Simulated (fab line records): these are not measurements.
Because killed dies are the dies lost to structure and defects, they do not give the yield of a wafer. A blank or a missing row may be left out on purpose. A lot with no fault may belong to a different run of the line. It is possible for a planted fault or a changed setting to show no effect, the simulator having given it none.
Which tool did it? | flow nand-harc | 13 lots, 39 wafers sampled, at 5 steps of a route of 1159

## WHAT EACH GAUGE READ, for each wafer
NHARC_A_ONON_D1_THK_MEAS_05: measures by ellipsometry. Usual: 1001 nm for thk-nm, sd 10.
lot  | measured     | on            | thk-nm (nm)    | flag
L409 | day 7 10:35  | film-metro-01 | 983 984 982    |
L410 | day 7 10:56  | film-metro-02 | 991 992 990    |
L411 | day 8 02:08  | film-metro-02 | 483 482 484    | OFF
L414 | day 8 23:41  | film-metro-02 | 495 493 494    | OFF
L421 | day 11 00:10 | film-metro-02 | 1006 1006 1005 |
L423 | day 11 00:07 | film-metro-02 | 1007 1006 1006 |
L425 | day 11 10:19 | film-metro-02 | 1002 1001 1000 |
L426 | day 12 03:01 | film-metro-02 | 1009 1007 1009 |
L428 | day 12 03:01 | film-metro-01 | 1002 1001 999  |
L429 | day 12 18:37 | film-metro-01 | 1003 1002 1003 |
L430 | day 12 18:38 | film-metro-01 | 1024 1023 1023 |
L431 | day 12 18:37 | film-metro-02 | 996 995 997    |
L432 | day 13 21:52 | film-metro-02 | 1009 1010 1010 |

NHARC_END_SORT_01. Usual: killed-at-array 27, standard deviation 10; killed-at-other 0.6, standard deviation 0.83; killed-at-periphery 2.4, standard deviation 1.8; killed-dies 30, standard deviation 10; killed-open 3.3, standard deviation 1.7; killed-short 1.8, standard deviation 1.4.
lot  | measured     | on        | killed-at-array | killed-at-other | killed-at-periphery | killed-dies | killed-open | killed-short | flag
L411 | day 20 14:05 | prober-02 | 673 676 674     | 1 0 0           | 3 1 3               | 677 677 677 | 2 1 3       | 1 3 0        | OFF
L414 | day 21 00:19 | prober-02 | 675 673 672     | 0 2 4           | 2 2 1               | 677 677 677 | 4 4 4       | 2 3 4        | OFF

## EACH LOT AND THE TOOL THAT RAN IT (in order: tool; ch and the chambers of the sampled wafers; start)
lot  | NHARC_P_BONDPAD_STRIP_15           | NHARC_A_ZERO_WELL_DESCUM_12        | NHARC_A_ONON_D1_DEP_03
L409 | rie-diel-10 ch 0,1,2, day 6 08:01  | rie-diel-03 ch 1,2,3, day 6 11:35  | pecvd-onon-02 ch 0, day 7 10:08
L410 | rie-diel-11 ch 0,2,3, day 6 09:09  | rie-diel-09 ch 1,2, day 6 12:36    | pecvd-onon-02 ch 0, day 7 10:29
L411 | rie-diel-10 ch 0,2,3, day 6 23:38  | rie-diel-01 ch 0,3, day 7 03:42    | pecvd-onon-02 ch 0, day 8 01:37
L414 | rie-diel-08 ch 0,1, day 7 19:19    | rie-diel-03 ch 0,1, day 7 23:02    | pecvd-onon-02 ch 0, day 8 23:21
L421 | rie-diel-08 ch 0,1,3, day 9 21:01  | rie-diel-01 ch 0,1, day 10 00:39   | pecvd-onon-03 ch 0, day 10 23:40
L423 | rie-diel-08 ch 0,1,3, day 9 21:50  | rie-diel-09 ch 0,1,3, day 10 01:29 | pecvd-onon-01 ch 0, day 10 23:37
L425 | rie-diel-08 ch 0,1,3, day 10 08:59 | rie-diel-03 ch 1,2,3, day 10 12:41 | pecvd-onon-03 ch 0, day 11 09:52
L426 | rie-diel-08 ch 0,1, day 10 22:57   | rie-diel-03 ch 0,2,3, day 11 02:44 | pecvd-onon-02 ch 0, day 12 02:30
L428 | rie-diel-08 ch 0,1, day 11 01:42   | rie-diel-03 ch 0,1,3, day 11 05:14 | pecvd-onon-03 ch 0, day 12 02:37
L429 | rie-diel-08 ch 0,1,3, day 11 13:32 | rie-diel-03 ch 0,1,2, day 11 17:12 | pecvd-onon-02 ch 0, day 12 18:10
L430 | rie-diel-08 ch 0,2, day 11 17:37   | rie-diel-01 ch 1,3, day 11 21:14   | pecvd-onon-03 ch 0, day 12 18:11
L431 | rie-diel-08 ch 0,2,3, day 11 18:12 | rie-diel-01 ch 0,2,3, day 11 21:55 | pecvd-onon-01 ch 0, day 12 18:07
L432 | rie-diel-08 ch 2,3, day 12 17:32   | rie-diel-09 ch 0,3, day 12 21:07   | pecvd-onon-02 ch 0, day 13 21:28
- NHARC_P_BONDPAD_STRIP_15: strips in O2.
- NHARC_A_ZERO_WELL_DESCUM_12: chemistry O2, time 3 s.
- NHARC_A_ONON_D1_DEP_03: target thk 1000 nm.

## AS READ BY THE TOOLS THEMSELVES (means over the sampled wafers that have a number; for cases with no such wafer, the mark the record gives instead)
NHARC_P_BONDPAD_STRIP_15. Usual: drypump-motor-current-A 5.7 A, standard deviation 0.42; oes-product-au 1.001 a.u., standard deviation 0.011; rf-vpp-V 57.8 V, standard deviation 0.92; showerhead-plenum-p-Torr 3.50 Torr, standard deviation 0.16; throttle-valve-pct 17.037 %, standard deviation 0.01.
lot  | tool        | drypump-motor-current-A (A) | oes-product-au (a.u.) | rf-vpp-V (V) | showerhead-plenum-p-Torr (Torr) | throttle-valve-pct (%) | flag
L409 | rie-diel-10 | 6.1                         | 0.995                 | 57.2         | 3.50                            | 17.039                 |
L410 | rie-diel-11 | 6.2                         | 0.999                 | 57.3         | 3.57                            | 17.036                 |
L411 | rie-diel-10 | 6.0                         | 0.997                 | 57.9         | 3.61                            | 17.034                 |
L414 | rie-diel-08 | 5.7                         | 1.017                 | 56.9         | 3.44                            | 17.031                 |
L421 | rie-diel-08 | 5.5                         | 0.998                 | 58.3         | 3.52                            | 17.028                 |
L423 | rie-diel-08 | 5.5                         | 1.000                 | 57.1         | 3.52                            | 17.039                 |
L425 | rie-diel-08 | 5.6                         | 1.000                 | 57.6         | 3.52                            | 17.026                 |
L426 | rie-diel-08 | 5.8                         | 1.006                 | 57.5         | 3.44                            | 17.041                 |
L428 | rie-diel-08 | 5.7                         | 1.005                 | 57.9         | 3.44                            | 17.036                 |
L429 | rie-diel-08 | 5.6                         | 1.011                 | 57.4         | 3.52                            | 17.041                 |
L430 | rie-diel-08 | 5.7                         | 1.012                 | 57.5         | 3.34                            | 17.038                 |
L431 | rie-diel-08 | 5.4                         | 1.002                 | 58.6         | 3.40                            | 17.026                 |
L432 | rie-diel-08 | 5.5                         | 1.004                 | 57.3         | 3.42                            | 17.025                 |

NHARC_A_ZERO_WELL_DESCUM_12. Usual: drypump-motor-current-A 5.7 A, standard deviation 0.61; oes-product-au 1.002 a.u., standard deviation 0.012; rf-vpp-V 57.9 V, standard deviation 0.9; showerhead-plenum-p-Torr 1.95 Torr, standard deviation 0.077; throttle-valve-pct 11.312 %, standard deviation 0.009.
lot  | tool        | drypump-motor-current-A (A) | oes-product-au (a.u.) | rf-vpp-V (V) | showerhead-plenum-p-Torr (Torr) | throttle-valve-pct (%) | flag
L409 | rie-diel-03 | 5.8                         | 0.994                 | 57.7         | 1.95                            | 11.302                 |
L410 | rie-diel-09 | 6.4                         | 1.000                 | 58.3         | 2.03                            | 11.313                 |
L411 | rie-diel-01 | 5.6                         | 1.008                 | 58.0         | 1.91                            | 11.310                 |
L414 | rie-diel-03 | 5.1                         | 1.002                 | 57.8         | 2.02                            | 11.326                 |
L421 | rie-diel-01 | 5.6                         | 1.018                 | 57.1         | 1.91                            | 11.316                 |
L423 | rie-diel-09 | 6.2                         | 1.000                 | 58.7         | 2.02                            | 11.306                 |
L425 | rie-diel-03 | 5.9                         | 0.996                 | 58.0         | 1.95                            | 11.313                 |
L426 | rie-diel-03 | 5.6                         | 0.995                 | 57.3         | 1.92                            | 11.311                 |
L428 | rie-diel-03 | 5.2                         | 0.989                 | 58.0         | 1.98                            | 11.305                 |
L429 | rie-diel-03 | 5.7                         | 1.005                 | 58.1         | 1.96                            | 11.314                 |
L430 | rie-diel-01 | 5.5                         | 1.006                 | 57.1         | 1.92                            | 11.316                 |
L431 | rie-diel-01 | 5.8                         | 1.006                 | 57.2         | 1.86                            | 11.310                 |
L432 | rie-diel-09 | 5.9                         | 1.005                 | 58.1         | 2.01                            | 11.319                 |

NHARC_A_ONON_D1_DEP_03. Usual: 2749 sccm for n2-flow-sccm, sd 7.4.
lot  | tool          | n2-flow-sccm (sccm) | flag
L409 | pecvd-onon-02 | 2751                |
L410 | pecvd-onon-02 | 2744                |
L411 | pecvd-onon-02 | 2745                |
L414 | pecvd-onon-02 | 2751                |
L421 | pecvd-onon-03 | 2743                |
L423 | pecvd-onon-01 | 2745                |
L425 | pecvd-onon-03 | 2756                |
L426 | pecvd-onon-02 | 2747                |
L428 | pecvd-onon-03 | 2755                |
L429 | pecvd-onon-02 | 2740                |
L430 | pecvd-onon-03 | 2751                |
L431 | pecvd-onon-01 | 2749                |
L432 | pecvd-onon-02 | 2748                |

## THE ANSWER, worked out from the rows above alone
Rule: take the mean of a lot's wafers that have a number; if it is more than 3 standard deviations from the usual mean, the lot is off. A lot without any number at a reading at which 4 lots or more have one is off too. The other lots that the step has rows for count as sound. First the gauges in route order, then the tools' own readings, where a lot's mean is used as printed above. The first step at which some lot is off is used, and at that step the reading that is off furthest; a lot without a number counts as furthest.
Off at NHARC_A_ONON_D1_THK_MEAS_05 (thk-nm): L411, L414.
If a tool, at a process step before that reading, ran all the lots that are off and no sound lot after the first of them, it fits. Not tried: the gauges at NHARC_A_ONON_D1_THK_MEAS_05; whatever is off there is also off at NHARC_END_SORT_01, on other tools, and gauge error can't account for it. None of those tried fits.

## WHAT WAS PUT IN BY THE SIMULATOR
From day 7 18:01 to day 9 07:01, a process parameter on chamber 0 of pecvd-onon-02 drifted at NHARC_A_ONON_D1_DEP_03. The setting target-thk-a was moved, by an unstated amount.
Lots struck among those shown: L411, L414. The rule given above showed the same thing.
